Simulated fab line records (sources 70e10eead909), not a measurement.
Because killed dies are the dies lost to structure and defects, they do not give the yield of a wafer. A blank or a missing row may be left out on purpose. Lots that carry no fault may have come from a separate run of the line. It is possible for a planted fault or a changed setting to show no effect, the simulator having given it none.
Which tool did it? ; flow nand harc ; 10 lots with 30 wafers sampled at 5 steps, on a route of 1159 steps

## WHAT THE GAUGES SHOWED, per wafer
NHARC_A_BONDPAD_THK_MEAS_20: measures by xrf. Usual: thk nm 170.0 nm, standard deviation 1.3.
lot;measured;on;thk nm (nm);flag
L801;day 18 14:59;film metro-02;168.7 168.7 168.4;
L806;day 20 02:26;film metro-02;170.2 170.9 172.3;
L813;day 22 07:25;film metro-01;168.8 169.2 168.3;
L815;day 22 07:01;film metro-01;171.2 173.0 170.7;
L816;day 22 01:51;film metro-02;169.7 169.1 169.3;
L817;day 23 04:20;film metro-01;168.8 171.0 169.1;
L820;day 22 16:50;film metro-02;171.5 170.1 168.4;

NHARC_THIN_TSV_CD_MEAS_33: the cd target is 5000 nm. Usual: cd nm 5000.3 nm, standard deviation 1.4.
lot;measured;on;cd nm (nm);flag
L801;day 19 12:11;cd sem-02;5001.7 5003.1 5001.8;
L806;day 21 11:16;cd sem-03;5001.3 4999.7 5000.8;
L813;day 23 04:43;cd sem-02;4999.4 5001.1 5002.1;
L815;day 23 06:16;cd sem-01;4998.7 4999.9 4999.0;
L816;day 22 23:30;cd sem-03;5000.1 4999.2 4999.3;
L817;day 23 23:35;cd sem-03;5001.0 5001.4 4999.3;
L820;day 23 16:53;cd sem-02;5002.0 4999.5 4998.9;

NHARC_END_SORT_01. Usual: defect limited yield 94.9 %, standard deviation 1.7; killed at array 31, standard deviation 12; killed at other 0.6, standard deviation 0.85; killed at periphery 3.0, standard deviation 2.3; killed dies 35, standard deviation 12; killed open 3.2, standard deviation 1.9; killed short 1.8, standard deviation 1.4; sort_bin_2_pct 1.6 %, standard deviation 0.7; sort_bin_3_pct 0.28 %, standard deviation 0.22; sort_bin_4_pct 3.3 %, standard deviation 1.2; sort n pass 642, standard deviation 12; sort rim yield pct 97.7 %, standard deviation 1.5; sort yield pct 94.9 %, standard deviation 1.7.
lot;measured;on;defect limited yield (%);killed at array;killed at other;killed at periphery;killed dies;killed open;killed short;sort_bin_2_pct (%);sort_bin_3_pct (%);sort_bin_4_pct (%);sort n pass;sort rim yield pct (%);sort yield pct (%);flag
L807;day 21 02:19;prober-01;0 0 0;40 33 50;3 2 0;634 642 627;677 677 677;2 3 1;2 0 2;96.0 96.2 93.9;0.30 0.15 0.30;3.7 3.7 5.8;0 0 0;0 0 0;0 0 0;OFF
L809;day 22 04:41;prober-01;0 0 0;45 33 31;1 2 1;631 642 645;677 677 677;4 3 1;2 1 0;94.5 96.0 97.5;0.30 0.89 0.44;5.2 3.1 2.1;0 0 0;0 0 0;0 0 0;OFF
L810;day 22 13:14;prober-02;0 0 0;55 48 42;0 0 0;622 629 635;677 677 677;4 3 4;3 1 4;93.4 93.8 95.4;0.74 0.89 0.44;5.9 5.3 4.1;0 0 0;0 0 0;0 0 0;OFF

## WHAT TOOL EACH LOT RAN ON (gives the tool, then ch and the chambers of the sampled wafers, and finally the start)
lot;NHARC_P_M1_DEP_00;NHARC_THIN_TSV_DEP_47
L801;pecvd-02 ch 0,1, day 6 18:14;pecvd-03 ch 0,1, day 19 08:02
L807;pecvd-02 ch 0,1,2, day 8 00:35;-
L806;pecvd-03 ch 0,2, day 8 00:48;pecvd-03 ch 0,1,2, day 21 07:12
L809;pecvd-02 ch 1,2, day 8 18:38;-
L810;pecvd-02 ch 0,1,2, day 9 02:40;-
L813;pecvd-01 ch 0,1,2, day 9 15:44;pecvd-03 ch 0,1,2, day 23 00:44
L815;pecvd-03 ch 1,2, day 9 23:05;pecvd-01 ch 0,1, day 23 01:51
L816;pecvd-03 ch 0,1,2, day 10 00:47;pecvd-01 ch 1,2, day 22 19:32
L817;pecvd-03 ch 0,1, day 10 21:41;pecvd-04 ch 1,2, day 23 19:44
L820;pecvd-03 ch 0,1,2, day 10 22:53;pecvd-04 ch 0,1,2, day 23 11:00
- NHARC_P_M1_DEP_00: deposits SiOC, target thk 182.5 nm.
- NHARC_THIN_TSV_DEP_47: deposits SiO2, target thk 200 nm.

## AS READ BY THE TOOLS THEMSELVES (means over the sampled wafers that have a number; for cases with no such wafer, the mark the record gives instead)
NHARC_THIN_TSV_DEP_47. Usual: mfc precursor sccm 161.4 sccm, standard deviation 0.47; throttle valve pct 16.3 %, standard deviation 0.54.
lot;tool;mfc precursor sccm (sccm);throttle valve pct (%);flag
L801;pecvd-03;161.0;16.5;
L806;pecvd-03;161.4;16.3;
L813;pecvd-03;161.4;16.3;
L815;pecvd-01;161.1;16.8;
L816;pecvd-01;161.4;16.3;
L817;pecvd-04;161.3;15.5;
L820;pecvd-04;161.3;15.7;

## THE ANSWER, worked out from the rows above alone
Rule: take the mean of a lot's wafers that have a number; if it is more than 3 standard deviations from the usual mean, the lot is off. A lot without any number at a reading at which 4 lots or more have one is off too. Any other lot the step has rows for is counted as sound. The gauges are gone through in route order, then the tools' own readings, and for those a lot's mean is taken as printed above. The first step at which some lot is off is used, and at that step the reading that is off furthest; a lot without a number counts as furthest.
Off: L807, L809, L810 (NHARC_END_SORT_01, killed at periphery). Neither off nor sound, because the step has no rows for them: L801, L806, L813, L815, L816, L817, L820.
If a tool, at a process step before that reading, ran all the lots that are off and no sound lot after the first of them, it fits. The gauges at NHARC_END_SORT_01 are tried like those tools. One fits: pecvd-02 at NHARC_P_M1_DEP_00. It ran no sound lot before its first lot that is off in this sample, so the start can't be narrowed down.

## WHAT THE SIMULATOR HAD INSERTED
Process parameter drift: pecvd-02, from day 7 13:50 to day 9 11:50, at NHARC_P_M1_DEP_00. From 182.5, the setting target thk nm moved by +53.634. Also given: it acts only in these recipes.
Lots struck among those shown: L807, L809, L810. Same finding as the rule above.
